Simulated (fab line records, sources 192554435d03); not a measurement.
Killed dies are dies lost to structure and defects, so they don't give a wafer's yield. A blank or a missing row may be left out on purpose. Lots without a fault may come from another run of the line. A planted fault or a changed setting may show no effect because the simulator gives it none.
One fault seen from 2 desks | flow n5_finfet | each desk has only its own numbers; what lay behind them comes last

THE METROLOGY DESK
What the gauges read, lot by lot, whatever tool the lot ran on: means of the sampled wafers that have a number. A lot is out of limits, marked OUT, if its mean lies more than 4 standard deviations from the usual mean; the brackets give that distance. Of its 14 readings 7 are shown: the one that was out of limits first, and those that lie furthest out on some lot.
Columns: A = DIBL_P at N5_BEOL_M4_RC_MEAS_101, usual 35.8 mV/V; B = EOT_N at N5_BEOL_M4_RC_MEAS_101, usual 10.54; C = EOT_P at N5_BEOL_M4_RC_MEAS_101, usual 10.51; D = IGATE_N at N5_BEOL_M4_RC_MEAS_101, usual 0.0120 nA/um; E = IGATE_P at N5_BEOL_M4_RC_MEAS_101, usual 0.0036 nA/um; F = IOFF_P at N5_BEOL_M4_RC_MEAS_101, usual 0.20 nA/um; G = VT_P at N5_BEOL_M4_RC_MEAS_101, usual -251 mV
lot  | first seen here | A    | B                | C                | D      | E      | F    | G
L917 | day 8 07:37     | 33.2 | 10.48            | 10.47            | 0.0120 | 0.0036 | 0.17 | -255
L916 | day 8 10:06     | 36.9 | 10.47            | 10.49            | 0.0126 | 0.0037 | 0.23 | -247
L922 | day 9 08:45     | 37.9 | 10.51            | 10.51            | 0.0119 | 0.0034 | 0.22 | -251
L921 | day 9 08:49     | 35.2 | 10.60            | 10.50            | 0.0120 | 0.0037 | 0.17 | -255
L925 | day 10 15:08    | 35.8 | 10.87            | 10.88            | 0.0089 | 0.0027 | 0.25 | -247
L926 | day 10 21:30    | 37.3 | 11.09 (+5.6) OUT | 10.96 (+4.6) OUT | 0.0086 | 0.0025 | 0.24 | -246
L928 | day 10 21:58    | 35.5 | 11.04 (+5.0) OUT | 11.03 (+5.2) OUT | 0.0081 | 0.0024 | 0.18 | -251
L933 | day 12 18:06    | 34.7 | 10.52            | 10.41            | 0.0110 | 0.0034 | 0.21 | -248
L937 | day 13 10:17    | 36.5 | 10.51            | 10.56            | 0.0109 | 0.0033 | 0.19 | -253
L939 | day 14 05:07    | 36.2 | 10.51            | 10.50            | 0.0113 | 0.0034 | 0.19 | -252
This desk's finding: out of limits on L926, L928; first on L926, day 10 21:30 (EOT_N at N5_BEOL_M4_RC_MEAS_101). In limits: L917, L916, L922, L921, L925, L933, L937, L939.

THE TOOL OWNER'S DESK: ald_sin-02
The tool's own readings at N5_DUMMY_GATE_ALD_02 (deposits SiO2, target thk 2 nm, pulse time 1 s): means of the sampled wafers that have a number, for each lot that ran on this tool. A lot is out of limits, marked OUT, if its mean lies more than 4 standard deviations from the usual mean; the brackets give that distance.
Columns: A = heater_power_outer_w at N5_DUMMY_GATE_ALD_02, usual 263 W; B = heater_power_w at N5_DUMMY_GATE_ALD_02, usual 464 W; C = precursor_pulse_height_rel at N5_DUMMY_GATE_ALD_02, usual 0.997
lot  | first seen here | A   | B   | C
L917 | day 2 19:51     | 264 | 473 | 1.014
L922 | day 4 04:01     | 263 | 475 | 0.991
L925 | day 5 03:40     | 282 | 468 | 1.009
L926 | day 5 04:29     | 282 | 486 | 0.995
L928 | day 5 13:13     | 266 | 484 | 1.016
L937 | day 7 19:43     | 274 | 480 | 0.985
L939 | day 8 07:52     | 268 | 468 | 0.997
This desk's finding: nothing out of limits on any of the 7 lots.

PUT TOGETHER
The metrology desk could have raised an alarm at day 10 21:30, on L926, L928.
The tool owner's desk saw nothing out of limits.
The tool owner's desk has L926, L928 on record, within its limits.
Of the lots named, all ran N5_DUMMY_GATE_ALD_02 on ald_sin-02.

WHAT THE SIMULATOR HAD PUT IN
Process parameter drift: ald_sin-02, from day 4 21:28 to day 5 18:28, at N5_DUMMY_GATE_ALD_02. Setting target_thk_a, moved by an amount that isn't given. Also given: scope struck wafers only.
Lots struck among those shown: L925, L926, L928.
Hours from the fault's start to each desk's first reading out of limits: the metrology desk, 144.
